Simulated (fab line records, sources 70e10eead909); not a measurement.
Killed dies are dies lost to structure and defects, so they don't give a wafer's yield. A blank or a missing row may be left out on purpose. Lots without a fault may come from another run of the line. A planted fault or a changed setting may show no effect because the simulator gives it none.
Which tool did it? | flow nand_harc | 12 lots, 36 wafers sampled, at 6 steps of a route of 1159

WHAT THE GAUGES READ, wafer by wafer
NHARC_P_M1_CD_MEAS_09: target cd 130 nm. Usual: cd_nm 130.0 nm, standard deviation 0.63.
lot  | measured     | on        | cd_nm (nm)        | flag
L957 | day 6 02:21  | cd_sem-02 | 129.0 129.6 128.2 |
L960 | day 7 04:34  | cd_sem-02 | 129.2 129.8 130.2 |
L963 | day 7 10:43  | cd_sem-02 | 130.4 130.0 129.3 |
L965 | day 8 00:12  | cd_sem-02 | 129.2 130.2 129.7 |
L966 | day 8 05:47  | cd_sem-02 | 130.3 129.7 129.5 |
L971 | day 9 08:54  | cd_sem-03 | 129.3 130.0 129.9 |
L968 | day 9 10:07  | cd_sem-03 | 130.6 130.3 129.3 |
L975 | day 10 14:07 | cd_sem-03 | 135.3 136.3 135.5 | OFF
L978 | day 10 22:39 | cd_sem-02 | 130.1 130.1 129.3 |
L977 | day 10 23:13 | cd_sem-01 | 135.7 136.0 135.8 | OFF
L979 | day 11 13:03 | cd_sem-03 | 131.1 131.0 130.7 |
L980 | day 12 02:29 | cd_sem-02 | 130.5 129.7 129.6 |

NHARC_END_SORT_01. Usual: defect_limited_yield 95.3 %, standard deviation 1.7; killed_at_array 28, standard deviation 11; killed_at_other 0.5, standard deviation 0.85; killed_at_periphery 2.7, standard deviation 1.9; killed_dies 32, standard deviation 12; killed_open 3.3, standard deviation 1.6; killed_short 2.1, standard deviation 1.5; sort_bin_2_pct 1.5 %, standard deviation 0.71; sort_bin_3_pct 0.25 %, standard deviation 0.23; sort_bin_4_pct 3.0 %, standard deviation 1.1; sort_n_pass 645, standard deviation 12; sort_rim_yield_pct 95 %, standard deviation 3.1; sort_yield_pct 95.3 %, standard deviation 1.7.
lot  | measured     | on        | defect_limited_yield (%) | killed_at_array | killed_at_other | killed_at_periphery | killed_dies | killed_open | killed_short | sort_bin_2_pct (%) | sort_bin_3_pct (%) | sort_bin_4_pct (%) | sort_n_pass | sort_rim_yield_pct (%) | sort_yield_pct (%) | flag
L965 | day 21 18:26 | prober-01 | 94.5 94.4 95.9           | 35 35 26        | 1 0 2           | 1 3 0               | 37 38 28    | 0 4 2       | 3 2 0        | 1.5 0.9 1.2        | 0.44 0.59 0.15     | 3.5 4.1 2.8        | 640 639 649 | 93 90 95               | 94.5 94.4 95.9     |
L966 | day 21 13:15 | prober-02 | 95.0 97.3 95.9           | 28 16 24        | 1 0 0           | 5 2 4               | 34 18 28    | 4 3 2       | 4 2 3        | 1.3 0.7 0.9        | 0.30 0.15 0.44     | 3.4 1.8 2.8        | 643 659 649 | 94 95 98               | 95.0 97.3 95.9     |
L971 | day 22 11:19 | prober-02 | 92.9 92.8 92.6           | 44 45 48        | 0 1 0           | 4 3 2               | 48 49 50    | 5 5 2       | 1 4 3        | 2.8 2.5 1.8        | 0.15 0.15 0.89     | 4.1 4.6 4.7        | 629 628 627 | 87 92 88               | 92.9 92.8 92.6     |
L968 | day 22 16:40 | prober-02 | 93.6                     | 37              | 1               | 5                   | 43          | 4           | 1            | 1.3                | 0.15               | 4.9                | 634         | 93                     | 93.6               |
L975 | day 24 11:56 | prober-02 | 98.1 96.5 97.0           | 12 24 16        | 0 0 0           | 1 0 4               | 13 24 20    | 1 4 2       | 2 4 3        | 0.4 0.3 1.5        | 0.15 0.44 0.15     | 1.3 2.8 1.3        | 664 653 657 | 97 96 99               | 98.1 96.5 97.0     |

WHICH TOOL RAN EACH LOT (tool, then ch and the chambers of the sampled wafers, then the start)
lot  | NHARC_P_M1_PEB_07                 | NHARC_P_M1_PRE_CLEAN_30                 | NHARC_P_M1_PVD_21                       | NHARC_P_M1_ANNEAL_31
L957 | litho_track-01 ch 0, day 6 02:16  | pvd_sputter-01, day 6 04:22 or earlier  | pvd_sputter-01, day 6 04:22 or earlier  | rtp_anneal-02 ch 0, day 6 04:22
L960 | litho_track-01 ch 0, day 7 04:29  | pvd_sputter-03, day 7 06:32 or earlier  | pvd_sputter-03, day 7 06:32 or earlier  | rtp_anneal-02 ch 0, day 7 06:32
L963 | litho_track-06 ch 0, day 7 10:37  | pvd_sputter-03, day 7 12:49 or earlier  | pvd_sputter-03, day 7 12:49 or earlier  | rtp_anneal-01 ch 0, day 7 12:49
L965 | litho_track-06 ch 0, day 8 00:07  | pvd_sputter-03, day 8 02:11 or earlier  | pvd_sputter-03, day 8 02:11 or earlier  | rtp_anneal-01 ch 0, day 8 02:11
L966 | litho_track-06 ch 0, day 8 05:42  | pvd_sputter-02, day 8 07:55 or earlier  | pvd_sputter-02, day 8 07:55 or earlier  | rtp_anneal-01 ch 0, day 8 07:55
L971 | litho_track-06 ch 0, day 9 08:49  | pvd_sputter-01, day 9 10:59 or earlier  | pvd_sputter-01, day 9 10:59 or earlier  | rtp_anneal-02 ch 0, day 9 10:59
L968 | litho_track-04 ch 0, day 9 10:02  | pvd_sputter-03, day 9 12:04 or earlier  | pvd_sputter-03, day 9 12:04 or earlier  | rtp_anneal-02 ch 0, day 9 12:04
L975 | litho_track-06 ch 0, day 10 14:02 | pvd_sputter-02, day 10 16:04 or earlier | pvd_sputter-02, day 10 16:04 or earlier | rtp_anneal-01 ch 0, day 10 16:04
L978 | litho_track-04 ch 0, day 10 22:34 | pvd_sputter-01, day 11 00:41 or earlier | pvd_sputter-01, day 11 00:41 or earlier | rtp_anneal-01 ch 0, day 11 00:41
L977 | litho_track-06 ch 0, day 10 23:08 | pvd_sputter-02, day 11 01:23 or earlier | pvd_sputter-02, day 11 01:23 or earlier | rtp_anneal-01 ch 0, day 11 01:23
L979 | litho_track-04 ch 0, day 11 12:58 | pvd_sputter-02, day 11 15:08 or earlier | pvd_sputter-02, day 11 15:08 or earlier | rtp_anneal-01 ch 0, day 11 15:08
L980 | litho_track-04 ch 0, day 12 02:25 | pvd_sputter-01, day 12 04:29 or earlier | pvd_sputter-01, day 12 04:29 or earlier | rtp_anneal-01 ch 0, day 12 04:29
- NHARC_P_M1_PEB_07: peb time 65 s.
- NHARC_P_M1_PRE_CLEAN_30: time 30 s.
- NHARC_P_M1_PVD_21: deposits Cu, target thk 30 nm, time 20.49 s.
- NHARC_P_M1_ANNEAL_31: time 90 s.

WHAT THE TOOLS THEMSELVES READ (means of the sampled wafers that have a number; where no wafer has one, the mark that the record gives instead)
NHARC_P_M1_PEB_07. Usual: heater_power_total_W 156.6 W, standard deviation 0.43; plate_temp_C 100.02 C, standard deviation 0.13.
lot  | tool           | heater_power_total_W (W) | plate_temp_C (C) | flag
L957 | litho_track-01 | 156.5                    | 99.95            |
L960 | litho_track-01 | 156.6                    | 100.01           |
L963 | litho_track-06 | 156.2                    | 100.13           |
L965 | litho_track-06 | 157.0                    | 99.95            |
L966 | litho_track-06 | 156.5                    | 99.88            |
L971 | litho_track-06 | 156.5                    | 99.78            |
L968 | litho_track-04 | 156.7                    | 99.95            |
L975 | litho_track-06 | 160.1                    | 101.55           | OFF
L978 | litho_track-04 | 157.1                    | 100.11           |
L977 | litho_track-06 | 160.1                    | 101.76           | OFF
L979 | litho_track-04 | 156.6                    | 100.27           |
L980 | litho_track-04 | 156.4                    | 99.96            |

NHARC_P_M1_PRE_CLEAN_30. Usual: heater_power_w 402 W, standard deviation 44.
lot  | tool           | heater_power_w (W) | flag
L957 | pvd_sputter-01 | 418                |
L960 | pvd_sputter-03 | 388                |
L963 | pvd_sputter-03 | 356                |
L965 | pvd_sputter-03 | 397                |
L966 | pvd_sputter-02 | 379                |
L971 | pvd_sputter-01 | 428                |
L968 | pvd_sputter-03 | 398                |
L975 | pvd_sputter-02 | 365                |
L978 | pvd_sputter-01 | 450                |
L977 | pvd_sputter-02 | 379                |
L979 | pvd_sputter-02 | 402                |
L980 | pvd_sputter-01 | 441                |

NHARC_P_M1_PVD_21. Usual: throttle_valve_pct 30.0 %, standard deviation 0.81.
lot  | tool           | throttle_valve_pct (%) | flag
L957 | pvd_sputter-01 | 30.0                   |
L960 | pvd_sputter-03 | 30.0                   |
L963 | pvd_sputter-03 | 30.5                   |
L965 | pvd_sputter-03 | 30.0                   |
L966 | pvd_sputter-02 | 29.6                   |
L971 | pvd_sputter-01 | 29.9                   |
L968 | pvd_sputter-03 | 30.1                   |
L975 | pvd_sputter-02 | 29.9                   |
L978 | pvd_sputter-01 | 30.2                   |
L977 | pvd_sputter-02 | 29.8                   |
L979 | pvd_sputter-02 | 29.8                   |
L980 | pvd_sputter-01 | 30.0                   |

NHARC_P_M1_ANNEAL_31. Usual: wafer_temp_C_max 225.97, standard deviation 0.28.
lot  | tool          | wafer_temp_C_max | flag
L957 | rtp_anneal-02 | 225.97           |
L960 | rtp_anneal-02 | 226.04           |
L963 | rtp_anneal-01 | 225.85           |
L965 | rtp_anneal-01 | 225.79           |
L966 | rtp_anneal-01 | 225.91           |
L971 | rtp_anneal-02 | 226.09           |
L968 | rtp_anneal-02 | 225.89           |
L975 | rtp_anneal-01 | 225.70           |
L978 | rtp_anneal-01 | 225.67           |
L977 | rtp_anneal-01 | 226.00           |
L979 | rtp_anneal-01 | 225.79           |
L980 | rtp_anneal-01 | 226.38           |

THE ANSWER, worked out from the rows above alone
Rule: a lot is off if the mean of its wafers that have a number lies more than 3 standard deviations from the usual mean. A lot without any number at a reading at which 4 lots or more have one is off too. The other lots that the step has rows for count as sound. The gauges are gone through in route order, then the tools' own readings, and for those a lot's mean is taken as printed above. The first step at which some lot is off is used, and at that step the reading that is off furthest; a lot without a number counts as furthest.
Off: L975, L977, at NHARC_P_M1_CD_MEAS_09 (cd_nm).
A tool fits if, at a process step before that reading, it ran every lot that is off, and no sound lot after the first of them. The gauges at NHARC_P_M1_CD_MEAS_09 aren't tried: what is off there is off at NHARC_P_M1_PEB_07 too, on other tools, and a gauge's error can't cause that. One fits: litho_track-06 at NHARC_P_M1_PEB_07. Its last sound lot is L971 (day 9 08:49), its first lot that is off L975 (day 10 14:02): a fault that began between those two fits.
The tool's own readings at NHARC_P_M1_PEB_07 bear it out: on the lots that are off they differ by more than 5 times the standard deviation of the sound lots' means. heater_power_total_W reads 160.1 W there against 156.6 W on the sound lots; plate_temp_C reads 101.66 C there against 100.00 C on the sound lots.

WHAT THE SIMULATOR HAD PUT IN
Process parameter drift: litho_track-06, from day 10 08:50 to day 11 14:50, at NHARC_P_M1_PEB_07. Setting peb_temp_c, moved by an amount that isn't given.
Lots struck among those shown: L975, L977. The rule above found the same.
